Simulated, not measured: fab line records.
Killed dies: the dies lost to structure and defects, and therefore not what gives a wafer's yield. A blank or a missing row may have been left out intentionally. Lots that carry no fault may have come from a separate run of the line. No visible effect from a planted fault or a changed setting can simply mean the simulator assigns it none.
Which tool did it?	flow nand-harc	24 lots, 72 wafers sampled, at 2 steps of a route of 1302

## WHAT THE GAUGES SHOWED, per wafer
NHARC_A_ONON_D2_THK_MEAS_21: measures by ellipsometry.
lot	measured	on	thk-nm (nm)
L075	day 12 23:35	film-metro-01	1010 1008 1008
L074	day 12 23:35	film-metro-02	1002 1002 1003
L076	day 14 00:14	film-metro-02	1003 1005 1004
L077	day 14 00:16	film-metro-01	990 996 992
L078	day 14 04:25	film-metro-02	989 990 987
L079	day 14 21:34	film-metro-02	1007 1008 1008
L080	day 14 21:35	film-metro-01	1025 1025 1024
L081	day 15 15:07	film-metro-02	989 988 987
L082	day 16 07:23	film-metro-01	987 988 987
L083	day 16 23:02	film-metro-01	1009 1005 1008
L084	day 16 23:03	film-metro-01	993 993 994
L086	day 17 20:35	film-metro-02	1013 1015 1012
L085	day 17 20:35	film-metro-02	1003 1005 1003
L087	day 18 22:26	film-metro-02	1005 1006 1006
L088	day 19 03:55	film-metro-01	987 985 988
L089	day 19 03:55	film-metro-02	999 999 1000
L090	day 19 21:58	film-metro-02	971 974 975
L091	day 20 04:41	film-metro-01	999 998 1001
L092	day 20 04:49	film-metro-01	1000 1000 1000
L093	day 20 05:03	film-metro-01	1014 1013 1014
L094	day 21 15:00	film-metro-01	992 990 991
L095	day 22 03:02	film-metro-01	1014 1013 1013
L096	day 22 13:44	film-metro-02	1009 1010 1009
L097	day 22 13:44	film-metro-01	1004 1005 1005

## EACH LOT AND THE TOOL THAT RAN IT (in order: tool; ch and the chambers of the sampled wafers; start)
lot	NHARC_A_CHANNEL_FILL_D1_ALD_25
L075	ald-hk-02 ch 0,2, day 10 13:32
L074	ald-hk-04 ch 0,1, day 10 14:24
L076	ald-hk-03 ch 0,1,2, day 11 12:08
L077	ald-hk-02 ch 0,2,3, day 11 13:45
L078	ald-hk-03 ch 0,2, day 11 20:38
L079	ald-hk-02 ch 2,3, day 12 11:01
L080	ald-hk-04 ch 0,1,3, day 12 12:50
L081	ald-hk-04 ch 1,3, day 13 07:12
L082	ald-hk-02 ch 1,2,3, day 13 20:22
L083	ald-hk-02 ch 1,2, day 14 09:04
L084	ald-hk-03 ch 0,2,3, day 14 17:41
L086	ald-hk-02 ch 1,2,3, day 15 04:05
L085	ald-hk-03 ch 0,1,3, day 15 04:23
L087	ald-hk-02 ch 2,3, day 16 13:10
L088	ald-hk-02 ch 1,2,3, day 16 20:09
L089	ald-hk-03 ch 0,1,3, day 16 21:22
L090	ald-hk-02 ch 1,3, day 17 08:45
L091	ald-hk-02 ch 0,1, day 17 16:57
L092	ald-hk-04 ch 1,2,3, day 17 16:57
L093	ald-hk-04 ch 1,3, day 18 00:10
L094	ald-hk-03 ch 1,2,3, day 19 04:47
L095	ald-hk-04 ch 0,2,3, day 19 14:11
L096	ald-hk-02 ch 0,3, day 19 21:19
L097	ald-hk-02 ch 0,1,3, day 20 03:55
- NHARC_A_CHANNEL_FILL_D1_ALD_25: deposits SiOx, target thk 60 nm, pulse time 10 s, ald cycles 600.

## AS READ BY THE TOOLS THEMSELVES (means over the sampled wafers that have a number; for cases with no such wafer, the mark the record gives instead)
NHARC_A_CHANNEL_FILL_D1_ALD_25.
lot	tool	heater-power-outer-w (W)	heater-power-w (W)	precursor-pulse-height-rel
L075	ald-hk-02	280	499	0.987
L074	ald-hk-04	270	480	0.988
L076	ald-hk-03	270	468	1.015
L077	ald-hk-02	259	474	0.999
L078	ald-hk-03	263	461	0.989
L079	ald-hk-02	217	421	0.997
L080	ald-hk-04	264	463	0.992
L081	ald-hk-04	249	457	0.987
L082	ald-hk-02	247	450	0.988
L083	ald-hk-02	222	436	1.017
L084	ald-hk-03	245	438	0.996
L086	ald-hk-02	246	462	0.994
L085	ald-hk-03	256	448	0.995
L087	ald-hk-02	249	453	0.996
L088	ald-hk-02	249	456	0.985
L089	ald-hk-03	256	443	1.025
L090	ald-hk-02	274	497	1.009
L091	ald-hk-02	313	542	0.990
L092	ald-hk-04	257	469	1.001
L093	ald-hk-04	255	475	1.007
L094	ald-hk-03	254	448	0.994
L095	ald-hk-04	269	458	0.990
L096	ald-hk-02	297	511	1.001
L097	ald-hk-02	294	515	1.006

## THE ANSWER, worked out from the rows above alone
Rule: usual is defined by the lots themselves. Put in order of their means at a reading, lots are off if they are a third of the lots or fewer, leave a main group of 4 or more, and stand apart from it by a gap of 3 or more times the standard deviation of the main group's means; of several such gaps the widest counts. The tables above print the reading to a certain number of digits; a main group whose means all agree to those digits is not used. A lot without any number at a reading at which 4 lots or more have one is off too. Where the step has rows for the other lots, those lots are counted as sound. The gauges are gone through in route order, then the tools' own readings, and for those a lot's mean is taken as printed above. At the first step where some lot is off, the reading lying furthest off is the one used; lots without a number count as furthest.
No lot is off at any reading shown: from this, nothing can be told.

## WHAT THE SIMULATOR HAD INSERTED
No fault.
